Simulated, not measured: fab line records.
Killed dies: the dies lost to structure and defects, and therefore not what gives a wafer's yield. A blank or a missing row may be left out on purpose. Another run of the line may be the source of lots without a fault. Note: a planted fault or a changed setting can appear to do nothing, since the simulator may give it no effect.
Matching of chambers || flow nand harc || 4 sister chambers for NHARC_A_STAIRCASE_DESCUM_11 on rie diel-08
The step chemistry O2, time 3 s. 14 wafers are shown with their chamber, then 7 later ones without.

## EACH WAFER AND ITS CHAMBER
{"wafer": "L227.2", "chamber": 1, "showerhead plenum p Torr (Torr)": 1.86, "oes product au (a.u.)": 1.017, "rf vpp V (V)": 57.8}
{"wafer": "L227.3", "chamber": 3, "showerhead plenum p Torr (Torr)": 1.85, "oes product au (a.u.)": 1.008, "rf vpp V (V)": 57.7}
{"wafer": "L227.6", "chamber": 3, "showerhead plenum p Torr (Torr)": 1.85, "oes product au (a.u.)": 1.004, "rf vpp V (V)": 56.5}
{"wafer": "L231.1", "chamber": 3, "showerhead plenum p Torr (Torr)": 1.84, "oes product au (a.u.)": 1.011, "rf vpp V (V)": 56.7}
{"wafer": "L231.4", "chamber": 0, "showerhead plenum p Torr (Torr)": 1.95, "oes product au (a.u.)": 1.010, "rf vpp V (V)": 56.4}
{"wafer": "L231.6", "chamber": 2, "showerhead plenum p Torr (Torr)": 1.81, "oes product au (a.u.)": 0.994, "rf vpp V (V)": 58.0}
{"wafer": "L233.1", "chamber": 0, "showerhead plenum p Torr (Torr)": 1.95, "oes product au (a.u.)": 1.009, "rf vpp V (V)": 58.3}
{"wafer": "L233.3", "chamber": 2, "showerhead plenum p Torr (Torr)": 1.81, "oes product au (a.u.)": 1.003, "rf vpp V (V)": 58.6}
{"wafer": "L233.5", "chamber": 1, "showerhead plenum p Torr (Torr)": 1.86, "oes product au (a.u.)": 1.002, "rf vpp V (V)": 58.8}
{"wafer": "L234.1", "chamber": 0, "showerhead plenum p Torr (Torr)": 1.95, "oes product au (a.u.)": 1.010, "rf vpp V (V)": 57.2}
{"wafer": "L234.4", "chamber": 1, "showerhead plenum p Torr (Torr)": 1.86, "oes product au (a.u.)": 0.998, "rf vpp V (V)": 58.7}
{"wafer": "L234.6", "chamber": 1, "showerhead plenum p Torr (Torr)": 1.86, "oes product au (a.u.)": 0.990, "rf vpp V (V)": 56.0}
{"wafer": "L238.1", "chamber": 2, "showerhead plenum p Torr (Torr)": 1.81, "oes product au (a.u.)": 0.991, "rf vpp V (V)": 57.3}
{"wafer": "L238.3", "chamber": 1, "showerhead plenum p Torr (Torr)": 1.85, "oes product au (a.u.)": 0.988, "rf vpp V (V)": 58.0}

SIGNATURES (averages over the wafers above)
{"reading": "showerhead plenum p Torr", "chamber 0": 1.9500, "chamber 1": 1.8580, "chamber 2": 1.8100, "chamber 3": 1.8467, "scatter within a chamber": 0.00383}
{"reading": "oes product au", "chamber 0": 1.00967, "chamber 1": 0.99900, "chamber 2": 0.99600, "chamber 3": 1.00767, "scatter within a chamber": 0.008}
{"reading": "rf vpp V", "chamber 0": 57.300, "chamber 1": 57.860, "chamber 2": 57.967, "chamber 3": 56.967, "scatter within a chamber": 0.925}
Rule: a wafer lies at a distance from a chamber equal to the root of the sum of squares, over the readings, of (its reading less the chamber's mean, divided by the reading's scatter). If the next closest chamber is less than 2 further off than the closest, the wafer can't be placed; otherwise it belongs to the closest. How the scatter is found: for the shown wafers, subtract from each reading the mean of its chamber, square and add these, divide the total by (wafers less chambers), then take the root.

## WAFERS WITHOUT THEIR CHAMBER
{"wafer": "L238.6", "showerhead plenum p Torr (Torr)": 1.94, "oes product au (a.u.)": 1.010, "rf vpp V (V)": 59.4}
{"wafer": "L245.3", "showerhead plenum p Torr (Torr)": 1.80, "oes product au (a.u.)": 0.995, "rf vpp V (V)": 56.1}
{"wafer": "L245.5", "showerhead plenum p Torr (Torr)": 1.80, "oes product au (a.u.)": 1.000, "rf vpp V (V)": 57.4}
{"wafer": "L245.6", "showerhead plenum p Torr (Torr)": 1.83, "oes product au (a.u.)": 1.018, "rf vpp V (V)": 57.0}
{"wafer": "L250.1", "showerhead plenum p Torr (Torr)": 1.82, "oes product au (a.u.)": 1.000, "rf vpp V (V)": 58.3}
{"wafer": "L250.2", "showerhead plenum p Torr (Torr)": 1.84, "oes product au (a.u.)": 0.994, "rf vpp V (V)": 56.1}
{"wafer": "L250.3", "showerhead plenum p Torr (Torr)": 1.79, "oes product au (a.u.)": 1.004, "rf vpp V (V)": 57.6}

## WHICH CHAMBER EACH WENT THROUGH
{"wafer": "L238.6", "from the rows above": 0, "in truth": 0}
{"wafer": "L245.3", "from the rows above": 2, "in truth": 2}
{"wafer": "L245.5", "from the rows above": 2, "in truth": 2}
{"wafer": "L245.6", "from the rows above": "can't be placed: 3 or 2", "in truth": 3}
{"wafer": "L250.1", "from the rows above": 2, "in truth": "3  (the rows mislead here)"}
{"wafer": "L250.2", "from the rows above": 3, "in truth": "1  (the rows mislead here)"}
{"wafer": "L250.3", "from the rows above": 2, "in truth": 2}
4 of 7 placed correctly. Can't be placed from these rows: 1 (the true chamber is among the candidates in 1). 2 placed wrongly.
